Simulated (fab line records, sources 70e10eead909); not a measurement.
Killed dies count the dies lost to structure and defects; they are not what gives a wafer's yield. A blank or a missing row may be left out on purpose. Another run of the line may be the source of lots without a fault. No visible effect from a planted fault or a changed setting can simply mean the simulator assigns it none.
A lot that was struck, set against a sound lot ; flow nand-harc ; 14 out of 1302 route steps
Sound: the wafers L430.1, L430.3, L430.4. Struck: wafers L436.1, L436.4, L436.5. The cause is named last.
Order at every step that has rows: each side's tool, ch and its chambers, its first start. Under that, the readings that differ: sound wafers ; struck wafers ; difference of the means ; sigmas: that difference in standard deviations of wafers without a fault.
alike: readings whose means differ by less than 2 such deviations, and words and numbers that are the same on both sides. not compared: withheld readings, readings that some wafer has no value for, bounds like >300 that may hide the same value, and numbers for which the record gives no deviation and whose values overlap.
A row with sigmas, a row that says differs or no value, or rows on one side alone: a step with any of these is where the two part. When numbers do not overlap yet have no deviation, they are printed without sigmas and do not part them. A reading that every wafer of one side lacks parts them only if that side has two wafers or more.

NHARC_P_CONTACT_PVD_32: deposits Ti, target thk 5 nm, time 17.7 s.
  sound on pvd-sputter-01; struck on pvd-sputter-01
  alike: throttle-valve-pct
NHARC_P_CONTACT_ALD_22: deposits TiN, target thk 3 nm, pulse time 1 s, ald cycles 150.
  sound on ald-metal-02 ch 1,2,3, day 9 03:15; struck on ald-metal-02 ch 0,1,2, day 12 03:24
  alike: heater-power-w, precursor-pulse-height-rel
NHARC_P_CONTACT_CVD_23: deposits W, target thk 200 nm, time 557 s.
  sound on cvd-w-02 ch 0,1; struck on cvd-w-01 ch 0
  alike: heater-power-w, throttle-valve-pct
NHARC_P_CONTACT_CMP_24: polishes, t overpolish 30 s, target thk 200 nm.
  sound on cmp-03 ch 1,2,3, day 9 04:32; struck on cmp-01 ch 1,3, day 12 04:15
  alike: motor-current-A, overpolish-run-s, slurry-filter-dp-kPa, time-to-endpoint-s
after that, 1 step had no rows for these wafers: NHARC_P_CONTACT_SRD_26.
NHARC_P_CONTACT_INSPECT_27:
  sound: defect-inspect-01 at day 9 04:57; struck: defect-inspect-02 at day 12 04:38
reading;sound;struck;difference;sigmas
raw-defect-count;435 304 614;164 164 283;-247;-2
then, 5 steps without rows for these wafers: NHARC_P_M0_DEP_00 (deposits SiOC, target thk 150 nm); NHARC_P_M0_DEHYDRATE_01 (time 120 s); NHARC_P_M0_HMDS_02 (time 30 s); NHARC_P_M0_COAT_33 (time 65 s); NHARC_P_M0_COAT_03 (resist thk 90 nm).
NHARC_P_M0_SOFTBAKE_04: time 55 s.
  sound on litho-track-04 ch 0, day 9 05:00; struck on litho-track-01 ch 0, day 12 05:00
reading;sound;struck;difference;sigmas
heater-power-total-W (W);188.38 188.36 188.47;182.62 182.56 182.45;-5.86;-49
  alike: resist-line-temp-C
after that, 1 step had no rows for these wafers: NHARC_P_M0_EBR_05.
NHARC_END_SORT_01:
  the record has rows for the sound wafers here (prober-01 ch 0, day 27 13:03) and none for the struck ones

WHERE THEY PART
Last at NHARC_END_SORT_01 as far as this record goes, first at NHARC_P_CONTACT_INSPECT_27.

WHY: what the simulator had put in
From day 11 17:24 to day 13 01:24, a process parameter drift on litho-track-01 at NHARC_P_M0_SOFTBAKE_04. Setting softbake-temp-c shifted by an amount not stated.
